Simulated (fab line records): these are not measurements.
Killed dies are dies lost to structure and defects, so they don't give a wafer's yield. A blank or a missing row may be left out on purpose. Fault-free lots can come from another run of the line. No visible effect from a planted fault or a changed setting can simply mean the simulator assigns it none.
fab line records | flow nand_harc | part 1 of 2: steps 1 to 22 of 34
record: lots: 5 wafers: 15 last_day: 24
route steps=1159 shown P_M0@263 P_M1@285
lots with no fault: from the same line, run without faults
start_h: start of the lot's first displayed wafer, in hours after the record's first day | wait_h: hours since the lot's step before | " identical to the entry in the row above | L1.1+2: a single row standing in for several wafers | - value missing, or start not given | * or withheld: withheld | < > ~ a bound
route shown NAME@n: a module of which the file shows steps, and the number in the route of the first | usual: mean and standard deviation over wafers with no fault | same: alike in all rows | chamber/n: place in a boat | sites: the reading at each site | _std_site: standard deviation across them | _edge_site: inner sites' mean taken away from outer sites' mean | radius_mm: for every site, how far away it sits from the centre of the wafer | mask NAME#n: copy n | behind: the most recent tool/chamber to have shaped the wafer | hold: the reason the lot was held/the length of the hold in hours/how it ended | device: the n, p or np transistor that did not switch | end of line: tests run on the same wafers once the route is complete | step lacking rows: just its recipe | killed: at the first sort, the dies lost to defects and structure; wafer yield is something else | map: a wafer's dies, marking killed ones x, the rest . and places with no die _
set.NAME: the setting that was run; set.NAME@STEP: the one run at that earlier step | model.NAME: the simulator's own value behind a step, which no gauge read
lots seen at some steps along the route; tables by step, rows by wafer
services: when a tool's chamber went out of use (start_h, in hours from the record's first day, below 0 if earlier), for how many hours, and the reason
== steps ==
step: NHARC_P_M0_CD_MEAS_09
recipe: target_cd_nm: 90 landing_energy_ev: 500
usual: cd_nm: 90.1/0.62
columns lot.wafer tool chamber start_h wait_h cd_nm
L075.1 cd_sem-01 0 129.95 - 91.0
L075.4 " 0 " " 90.0
L075.6 " 0 " " 90.4
L076.1 cd_sem-03 0 133.72 - 89.4
L076.4 " 0 " " 88.9
L076.5 " 0 " " 90.1
L078.1 cd_sem-03 0 142.77 - 89.7
L078.4 " 0 " " 89.5
L078.6 " 0 " " 89.2
L079.1 cd_sem-01 0 145.44 - 90.4
L079.2 " 0 " " 90.3
L079.6 " 0 " " 91.3
L095.3 cd_sem-03 0 250.00 - 89.5
L095.5 " 0 " " 90.7
L095.6 " 0 " " 90.3
step: NHARC_P_M0_OVL_MEAS_10
recipe: pitch_nm: 180
usual: overlay_x_nm: -0.1/0.7 overlay_y_nm: 0.2/0.86
columns lot.wafer tool chamber start_h wait_h overlay_x_nm overlay_y_nm
L075.1 overlay-02 - 130.04 - 0.3 0.4
L075.4 " - " " 0.9 -0.1
L075.6 " - " " 0.0 -0.1
L076.1 overlay-02 - 133.80 - -1.0 0.5
L076.4 " - " " -1.1 0.6
L076.5 " - " " -1.0 0.6
L078.1 overlay-02 - 142.86 - -1.3 -0.5
L078.4 " - " " -0.8 -0.5
L078.6 " - " " -0.8 -0.7
L079.1 overlay-02 - 145.52 - 0.3 1.5
L079.2 " - " " 0.4 1.7
L079.6 " - " " 0.4 1.5
L095.3 overlay-02 - 250.08 - -1.2 0.2
L095.5 " - " " -1.0 0.5
L095.6 " - " " -0.3 0.7
step: NHARC_P_M0_INSPECT_11
usual: raw_defect_count: 3.7/2.3
columns lot.wafer tool chamber start_h wait_h raw_defect_count
L075.1 defect_inspect-02 - 130.07 0.0 2
L075.4 " - " " 2
L075.6 " - " " 1
L076.1 defect_inspect-01 - 133.84 0.0 4
L076.4 " - " " 3
L076.5 " - " " 1
L078.1 defect_inspect-02 - 142.90 0.0 2
L078.4 " - " " 5
L078.6 " - " " 0
L079.1 defect_inspect-02 - 145.56 0.0 8
L079.2 " - " " 3
L079.6 " - " " 1
L095.3 defect_inspect-01 - 250.12 0.0 3
L095.5 " - " " 6
L095.6 " - " " 5
step: NHARC_P_M0_DESCUM_14
recipe: time_s: 3 o2_flow_sccm: 200 ar_flow_sccm: 0 bias_power_w: 0 chemistry: O2
usual: drypump_motor_current_A: 5.5/0.44 mfc_ar_sccm: 0.007/0.012 oes_product_au: 0.998/0.0093 rf_vpp_V: 57.6/0.8 showerhead_plenum_p_Torr: 1.88/0.066 throttle_valve_pct: 11.311/0.0091
columns lot.wafer tool chamber start_h wait_h drypump_motor_current_A mfc_ar_sccm oes_product_au rf_hours_counter_h rf_vpp_V showerhead_plenum_p_Torr throttle_valve_pct
L075.4 rie_diel-09 1 130.13 0.1 5.1 0.024 1.001 2 58.5 1.98 11.308
L075.1 " 3 " " 6.2 0 0.997 2 58.7 1.86 11.316
L075.6 " 2 " " 6.4 0.033 1.006 - 58.4 1.81 11.303
L076.4 rie_diel-12 0 133.91 0.1 5.5 0.026 1.004 6 58.0 1.83 11.314
L076.1 " 1 " " 5.8 0 1.000 7 58.1 1.89 11.307
L076.5 " 3 " " 5.0 0 0.994 - 58.2 1.90 11.308
L078.1 rie_diel-09 0 142.96 0.1 5.2 0 0.978 2 57.0 1.84 11.288
L078.4 " 3 " " 6.2 0 0.991 3 57.6 1.86 11.316
L078.6 " 1 " " 5.1 0.024 1.010 - 57.9 1.98 11.299
L079.2 rie_diel-12 2 145.62 0.1 5.3 0 0.993 7 58.6 1.80 11.307
L079.1 " 1 " " 5.8 0 0.992 8 57.3 1.89 11.301
L079.6 " 3 " " 5.0 0 0.982 - 58.0 1.89 11.317
L095.3 rie_diel-09 0 250.19 0.1 5.2 0 0.988 10 56.7 1.84 11.305
L095.6 " 3 " " 6.2 0 0.999 - 56.5 1.86 11.304
L095.5 " 0 " " 5.1 0 0.987 - 56.5 1.84 11.314
step: NHARC_P_M0_ETCH_34
recipe: target_depth_a: 400 overetch_a: 120 time_s: 43.94 ion_energy_ev: 200 n2_flow_sccm: 150 h2_flow_sccm: 150 ar_flow_sccm: 0 rf_w: 400 bias_w: 150 chemistry: N2/H2
usual: drypump_motor_current_A: 5.6/0.44 mfc_ar_sccm: 0.007/0.011 oes_product_au: 0.998/0.0086 rf_fwd_power_W: 394.8/1.9 rf_vpp_V: 429.6/2.1 showerhead_plenum_p_Torr: 2.01/0.072 throttle_valve_pct: 14.172/0.0092
columns lot.wafer tool chamber start_h wait_h drypump_motor_current_A mfc_ar_sccm oes_product_au rf_fwd_power_W rf_hours_counter_h rf_vpp_V showerhead_plenum_p_Torr throttle_valve_pct
L075.4 rie_diel-09 1 130.23 0.1 5.1 0.024 0.998 394.9 2 431.8 2.12 14.172
L075.1 " 2 " " 6.4 0.033 0.989 395.2 2 428.1 1.93 14.179
L075.6 " 3 " " 6.2 0 0.996 397.7 - 428.5 1.98 14.176
L076.1 rie_diel-12 3 133.99 0.1 5.0 0 1.003 397.8 6 429.4 2.02 14.171
L076.4 " 1 " " 5.8 0 1.003 396.7 7 430.1 2.01 14.186
L076.5 " 0 " " 5.6 0.026 0.991 394.5 - 427.5 1.95 14.166
L078.4 rie_diel-09 3 143.05 0.1 6.2 0 1.007 398.4 3 427.4 1.98 14.162
L078.1 " 1 " " 5.1 0.024 1.012 392.8 2 431.6 2.12 14.165
L078.6 " 2 " " 6.4 0.033 1.002 393.4 - 427.3 1.93 14.181
L079.1 rie_diel-12 1 145.71 0.1 5.8 0 1.002 395.2 8 431.1 2.01 14.186
L079.2 " 3 " " 5.0 0 1.000 399.4 7 428.5 2.02 14.173
L079.6 " 1 " " 5.8 0 0.989 393.5 - 429.7 2.01 14.186
L095.3 rie_diel-09 0 250.26 0.1 5.2 0 0.990 394.5 10 428.8 1.95 14.174
L095.5 " 0 " " 5.1 0 0.997 392.0 - 426.7 1.95 14.170
L095.6 " 1 " " 5.1 0.024 1.005 392.7 - 433.0 2.11 14.166
step: NHARC_P_M0_ETCH_15
recipe: target_depth_a: 1500 overetch_a: 150 time_s: 82.5 c4f8_flow_sccm: withheld ar_flow_sccm: 400 rf_w: 600 bias_w: 300 chemistry: C4F8/Ar
usual: oes_product_au: 0.956/0.022 rf_fwd_power_W: 595.3/2.1 rf_vpp_V: 439.8/2.2
columns lot.wafer tool chamber start_h wait_h oes_product_au rf_fwd_power_W rf_hours_counter_h rf_vpp_V
L075.1 rie_diel-09 2 - - 0.957 593.9 2 438.7
L075.4 " 3 " " 0.971 595.8 2 439.5
L075.6 " 0 " " 0.960 594.3 - 439.5
L076.4 rie_diel-12 3 - - 0.936 599.3 6 440.5
L076.1 " 1 " " 0.963 597.3 7 440.5
L076.5 " 3 " " 0.944 598.1 - 440.0
L078.4 rie_diel-09 1 - - 0.960 592.9 2 442.4
L078.1 " 2 " " 0.987 596.7 3 437.7
L078.6 " 0 " " 0.951 591.1 - 437.8
L079.1 rie_diel-12 1 - - 0.980 592.9 8 440.4
L079.2 " 0 " " 0.977 593.6 7 439.1
L079.6 " 1 " " 0.977 591.1 - 440.1
L095.3 rie_diel-09 3 - - 0.924 596.4 10 437.8
L095.6 " 1 " " 0.933 596.1 - 442.9
L095.5 " 2 " " 0.929 590.2 - 438.1
step: NHARC_P_M0_CD_MEAS_16
usual: cd_nm: 90.1/0.79
columns lot.wafer tool chamber start_h wait_h cd_nm
L075.1 cd_sem-02 - 130.43 - 90.1
L075.4 " - " " 89.5
L075.6 " - " " 90.6
L076.1 cd_sem-01 - 134.20 - 89.8
L076.4 " - " " 88.5
L076.5 " - " " 89.7
L078.1 cd_sem-01 - 143.26 - 89.9
L078.4 " - " " 89.4
L078.6 " - " " 88.8
L079.1 cd_sem-01 - 145.93 - 91.2
L079.2 " - " " 91.5
L079.6 " - " " 90.8
L095.3 cd_sem-01 - 250.48 - 89.5
L095.5 " - " " 90.3
L095.6 " - " " 88.8
step: NHARC_P_M0_STRIP_18
recipe: power_w: 1000 n2_flow_sccm: 150 h2_flow_sccm: 150 ar_flow_sccm: 0 bias_w: 0 chemistry: N2/H2
usual: drypump_motor_current_A: 5.6/0.48 mfc_ar_sccm: 0.008/0.012 oes_product_au: 1.000/0.0096 rf_fwd_power_W: 997.0/2.9 rf_vpp_V: 90.4/0.96 showerhead_plenum_p_Torr: 2.00/0.073 throttle_valve_pct: 14.172/0.0098
columns lot.wafer tool chamber start_h wait_h drypump_motor_current_A mfc_ar_sccm oes_product_au rf_fwd_power_W rf_hours_counter_h rf_vpp_V showerhead_plenum_p_Torr throttle_valve_pct
L075.4 rie_diel-12 2 130.53 0.1 5.3 0 1.003 997.4 6 88.7 1.92 14.178
L075.1 " 3 " " 5.0 0 0.995 997.9 6 91.7 2.02 14.169
L075.6 " 1 " " 5.8 0 0.998 990.1 - 89.1 2.01 14.176
L076.1 rie_diel-12 3 134.28 0.1 5.0 0 1.003 998.5 6 91.1 2.02 14.170
L076.4 " 2 " " 5.3 0 0.995 997.1 6 89.0 1.92 14.152
L076.5 " 3 " " 5.0 0 0.997 1000.7 - 89.5 2.02 14.177
L078.1 rie_diel-09 1 143.38 0.1 5.1 0.024 1.008 996.4 2 91.5 2.12 14.169
L078.4 " 2 " " 6.4 0.033 1.015 994.6 3 89.9 1.93 14.162
L078.6 " 3 " " 6.2 0 1.003 992.7 - 90.9 1.98 14.154
L079.1 rie_diel-09 1 146.01 0.1 5.1 0.024 1.020 993.6 2 91.6 2.12 14.174
L079.2 " 0 " " 5.2 0 1.002 994.2 3 89.1 1.96 14.175
L079.6 " 2 " " 6.4 0.033 1.017 999.0 - 89.9 1.93 14.186
L095.3 rie_diel-09 2 250.55 0.1 6.4 0.033 1.003 997.9 10 90.6 1.92 14.181
L095.5 " 2 " " 6.4 0.033 0.998 996.6 - 89.7 1.92 14.185
L095.6 " 3 " " 6.2 0 0.996 997.1 - 91.0 1.98 14.166
step: NHARC_P_M0_STRIP_19
recipe: time_s: 600 temp_c: 30 chemistry: post_etch_residue_remover
columns lot.wafer tool chamber start_h wait_h
L075.1+4+6 wet_bench-01 0,1,2 130.80 -
L076.5+4+1 wet_bench-01 5,6,7 134.57 -
L078.1+4+6 wet_bench-01 4,7,0 143.62 -
L079.1+6+2 wet_bench-02 0,1,2 146.29 -
L095.6+5+3 wet_bench-03 2,5,6 250.83 -
step: NHARC_P_M0_DEGAS_28
recipe: temp_c: 250 time_s: 60
usual: heater_power_w: 325/31 susceptor_temp_C: 250.01/0.17
columns lot.wafer tool chamber start_h wait_h heater_power_w susceptor_temp_C
L075.4 pvd_sputter-01 - 131.05 - 298 249.76
L075.1 " - " " 324 249.73
L075.6 " - " " 320 249.89
L076.4 pvd_sputter-03 - 134.82 - 335 -
L076.1 " - " " 307 -
L076.5 " - " " 344 -
L078.4 pvd_sputter-01 - 143.88 - 350 250.42
L078.1 " - " " 299 250.20
L078.6 " - " " 362 250.15
L079.2 pvd_sputter-01 - 146.56 - 342 249.87
L079.1 " - " " 302 249.82
L079.6 " - " " 313 249.85
L095.3 pvd_sputter-03 - 251.12 - 342 249.80
L095.6 " - " " 306 249.87
L095.5 " - " " 304 250.08
step: NHARC_P_M0_PRE_CLEAN_29
recipe: time_s: 30 temp_c: 280 gas: H2/He
usual: heater_power_w: 399/36 susceptor_temp_C: 280.00/0.15
columns lot.wafer tool chamber start_h wait_h heater_power_w susceptor_temp_C
L075.4 pvd_sputter-01 - - - 359 279.77
L075.1 " - " " 424 280.26
L075.6 " - " " 430 280.21
L076.1 pvd_sputter-03 - - - 370 -
L076.4 " - " " 397 -
L076.5 " - " " 383 -
L078.1 pvd_sputter-01 - - - 362 280.05
L078.4 " - " " 384 280.01
L078.6 " - " " 387 280.00
L079.2 pvd_sputter-01 - - - 354 280.05
L079.1 " - " " 425 280.05
L079.6 " - " " 422 279.89
L095.3 pvd_sputter-03 - - - 369 279.88
L095.5 " - " " 399 279.79
L095.6 " - " " 419 280.02
step: NHARC_P_M0_PVD_20
recipe: target_thk_a: 50 bias_v: 168.6 power_w: 15000 chamber_pressure_pa: 0.12 time_s: 8.06 substrate_temp_c: 50 material: TaN
usual: throttle_valve_pct: 29.5/0.89
columns lot.wafer tool chamber start_h wait_h throttle_valve_pct
L075.4 pvd_sputter-01 - - - 29.6
L075.1 " - " " 29.4
L075.6 " - " " 28.9
L076.4 pvd_sputter-03 - - - 29.2
L076.1 " - " " 29.2
L076.5 " - " " 29.6
L078.1 pvd_sputter-01 - - - 29.6
L078.4 " - " " 28.6
L078.6 " - " " 29.7
L079.2 pvd_sputter-01 - - - 29.8
L079.1 " - " " 29.9
L079.6 " - " " 29.4
L095.3 pvd_sputter-03 - - - 29.8
L095.5 " - " " 28.1
L095.6 " - " " 29.4
step: NHARC_P_M0_PVD_21
recipe: target_thk_a: 300 chamber_pressure_pa: 5 power_w: 5000 substrate_temp_c: 30 time_s: 20.49 material: Cu
usual: throttle_valve_pct: 29.5/0.83
columns lot.wafer tool chamber start_h wait_h throttle_valve_pct
L075.4 pvd_sputter-01 - - - 29.6
L075.1 " - " " 29.7
L075.6 " - " " 29.5
L076.1 pvd_sputter-03 - - - 29.3
L076.4 " - " " 29.6
L076.5 " - " " 28.2
L078.1 pvd_sputter-01 - - - 29.6
L078.4 " - " " 31.0
L078.6 " - " " 30.8
L079.1 pvd_sputter-01 - - - 29.8
L079.2 " - " " 31.0
L079.6 " - " " 29.5
L095.3 pvd_sputter-03 - - - 29.7
L095.5 " - " " 29.3
L095.6 " - " " 29.7
step: NHARC_P_M0_ECD_22
recipe: target_thk_a: 4000 bath_temp_c: 25 material: Cu
usual: bath_temp_c: 25.01/0.11
columns lot.wafer tool chamber start_h wait_h bath_temp_c
L075.1 ecd_cu-02 0 131.41 - 25.07
L075.4 " 1 " " 24.84
L075.6 " 1 " " 24.87
L076.1 ecd_cu-01 1 135.19 - 25.01
L076.4 " 0 " " 24.99
L076.5 " 1 " " 24.99
L078.1 ecd_cu-02 1 144.24 - 24.87
L078.4 " 0 " " 25.00
L078.6 " 1 " " 24.98
L079.1 ecd_cu-01 0 146.92 - 25.14
L079.2 " 1 " " 24.95
L079.6 " 1 " " 25.08
L095.3 ecd_cu-01 0 251.56 - 25.25
L095.6 " 0 " " 25.04
L095.5 " 1 " " 25.00
step: NHARC_P_M0_ANNEAL_30
recipe: temp_c: 225 time_s: 90
usual: wafer_temp_C_max: 225.92/0.26
columns lot.wafer tool chamber start_h wait_h wafer_temp_C_max
L075.1 rtp_anneal-01 0 131.79 0.3 225.94
L075.4 " 0 " " 225.84
L075.6 " 0 " " 225.94
L076.1 rtp_anneal-02 0 135.60 - 225.91
L076.4 " 0 " " 226.00
L076.5 " 0 " " 225.48
L078.1 rtp_anneal-01 0 144.62 0.3 225.99
L078.4 " 0 " " 225.65
L078.6 " 0 " " 225.89
L079.1 rtp_anneal-02 0 147.30 0.3 225.37
L079.2 " 0 " " 225.82
L079.6 " 0 " " 225.89
L095.3 rtp_anneal-02 0 251.95 0.3 225.85
L095.5 " 0 " " 226.00
L095.6 " 0 " " 225.71
step: NHARC_P_M0_CMP_23
recipe: t_overpolish_s: 20 target_thk_nm: 117.53
usual: edge_zone_pressure_frac: 1.000/0.0046 motor_current_A: 12.4/1.3 time_to_endpoint_s: 29.1/2.5
same: t_overpolish_s: 20
columns lot.wafer tool chamber start_h wait_h edge_zone_pressure_frac motor_current_A time_to_endpoint_s
L075.4 cmp-04 1 132.13 - 0.994 11.7 29.0
L075.1 " 3 " " 0.994 12.2 29.8
L075.6 " 2 " " 0.999 10.7 27.1
L076.1 cmp-01 0 135.95 - 0.999 11.0 31.3
L076.4 " 3 " " 0.995 13.9 30.3
L076.5 " 1 " " 0.995 11.9 29.2
L078.4 cmp-03 2 145.02 - 1.005 13.3 31.3
L078.1 " 3 " " 0.993 11.9 29.1
L078.6 " 1 " " 1.007 12.1 27.3
L079.2 cmp-04 2 147.65 - 1.006 10.5 28.3
L079.1 " 3 " " 0.996 12.3 31.4
L079.6 " 3 " " 1.003 11.9 30.8
L095.3 cmp-01 2 252.19 - 0.998 11.7 28.2
L095.5 " 2 " " 1.003 11.4 26.7
L095.6 " 3 " " 1.000 15.2 32.0
step: NHARC_P_M0_THK_MEAS_24
recipe: thk_meas_gauge: xrf
usual: thk_nm: 117.7/1.5
columns lot.wafer tool chamber start_h wait_h thk_nm
L075.1 film_metro-01 - 132.45 - 118.9
L075.4 " - " " 118.7
L075.6 " - " " 117.3
L076.1 film_metro-01 - 136.27 - 116.8
L076.4 " - " " 119.0
L076.5 " - " " 118.9
L078.1 film_metro-02 - 145.28 - 120.2
L078.4 " - " " 118.4
L078.6 " - " " 118.8
L079.1 film_metro-01 - 147.97 - 118.3
L079.2 " - " " 118.4
L079.6 " - " " 119.1
L095.3 film_metro-02 - 252.52 - 115.3
L095.5 " - " " 115.1
L095.6 " - " " 117.4
step: NHARC_P_M0_SRD_25
columns lot.wafer tool chamber start_h wait_h
L075.6+4+1 wet_bench-10 5,7,2 132.49 0.0
L076.5+1+4 wet_bench-10 5,7,0 136.31 0.0
L078.1+6+4 wet_bench-08 3,4,7 145.32 0.0
L079.2+6+1 wet_bench-10 7,0,1 148.01 0.0
L095.5+6+3 wet_bench-08 5,6,0 252.57 0.0
step: NHARC_P_M0_INSPECT_27
usual: raw_defect_count: 317/130
columns lot.wafer tool chamber start_h wait_h raw_defect_count
L075.1 defect_inspect-02 - 132.60 0.0 235
L075.4 " - " " 301
L075.6 " - " " 372
L076.1 defect_inspect-02 - 136.42 0.0 258
L076.4 " - " " 297
L076.5 " - " " 337
L078.1 defect_inspect-01 - 145.43 0.0 252
L078.4 " - " " 453
L078.6 " - " " 289
L079.1 defect_inspect-01 - 148.14 0.0 402
L079.2 " - " " 333
L079.6 " - " " 252
L095.3 defect_inspect-01 - 252.68 0.0 389
L095.5 " - " " 309
L095.6 " - " " 169
step: NHARC_P_M0_PRE_CLEAN_31
recipe: time_s: 12 temp_c: 370 rf_power_w: 300 gas: NH3
usual: heater_power_w: 657/90 rf_fwd_power_W: 292.5/0.96 susceptor_temp_C: 370.01/0.2
columns lot.wafer tool chamber start_h wait_h heater_power_w rf_fwd_power_W susceptor_temp_C
L075.1 pecvd-01 0 132.70 0.1 680 292.9 369.85
L075.6 " 2 " " 711 293.7 369.87
L075.4 " 0 " " 682 292.3 369.81
L076.1 pecvd-02 0 136.52 0.1 665 291.5 370.04
L076.4 " 1 " " 605 292.6 370.20
L076.5 " 0 " " 650 292.1 369.95
L078.1 pecvd-01 0 145.53 0.1 710 292.0 370.29
L078.6 " 1 " " 701 293.4 369.99
L078.4 " 2 " " 681 293.5 369.71
L079.1 pecvd-04 2 148.20 0.1 729 290.3 369.80
L079.2 " 1 " " 612 291.6 369.81
L079.6 " 2 " " 718 291.0 369.94
L095.3 pecvd-02 0 252.76 0.1 742 292.2 369.95
L095.5 " 0 " " 736 291.8 370.16
L095.6 " 1 " " 569 292.3 370.00
step: NHARC_P_M0_DEP_32
recipe: target_thk_a: 300 temp_c: 370 target_thk_nm: 30 pressure_torr: 3 flow_sccm: 200 rf_w: 450 material: SiCN
usual: heater_power_w: 592/89 rf_fwd_power_W: 449.3/1.4 susceptor_temp_C: 369.96/0.22
columns lot.wafer tool chamber start_h wait_h heater_power_w rf_fwd_power_W susceptor_temp_C
L075.1 pecvd-01 0 132.83 0.1 644 450.1 370.03
L075.6 " 2 " " 630 450.8 370.38
L075.4 " 0 " " 657 450.2 369.89
L076.1 pecvd-02 0 136.66 0.1 629 448.1 369.85
L076.4 " 1 " " 530 446.7 370.18
L076.5 " 0 " " 624 447.3 369.57
L078.1 pecvd-01 0 145.67 0.1 571 449.2 369.96
L078.6 " 1 " " 639 450.5 369.83
L078.4 " 2 " " 736 448.2 370.03
L079.1 pecvd-04 2 148.28 0.1 607 447.3 369.70
L079.2 " 1 " " 636 449.3 369.86
L079.6 " 2 " " 604 446.8 369.61
L095.3 pecvd-02 0 252.84 0.1 600 449.0 369.93
L095.5 " 0 " " 592 448.5 369.69
L095.6 " 1 " " 548 448.8 370.16
step: NHARC_P_M1_DEP_00
recipe: target_thk_a: 1825 target_thk_nm: 182.5 temp_c: withheld pressure_torr: 5 flow_sccm: 200 rf_w: 600 material: SiOC
usual: rf_fwd_power_W: 598.9/1.8
columns lot.wafer tool chamber start_h wait_h rf_fwd_power_W
L075.1 pecvd-04 0 133.21 - 596.4
L075.6 " 0 " " 599.1
L075.4 " 1 " " 594.6
L076.1 pecvd-02 0 - - 597.7
L076.5 " 2 " " 599.5
L076.4 " 1 " " 599.5
L078.1 pecvd-04 1 146.04 - 599.7
L078.6 " 0 " " 596.2
L078.4 " 2 " " 600.1
L079.1 pecvd-02 0 148.74 - 596.8
L079.2 " 1 " " 601.0
L079.6 " 1 " " 601.5
L095.3 pecvd-01 2 253.35 - 600.5
L095.5 " 1 " " 600.4
L095.6 " 2 " " 600.3
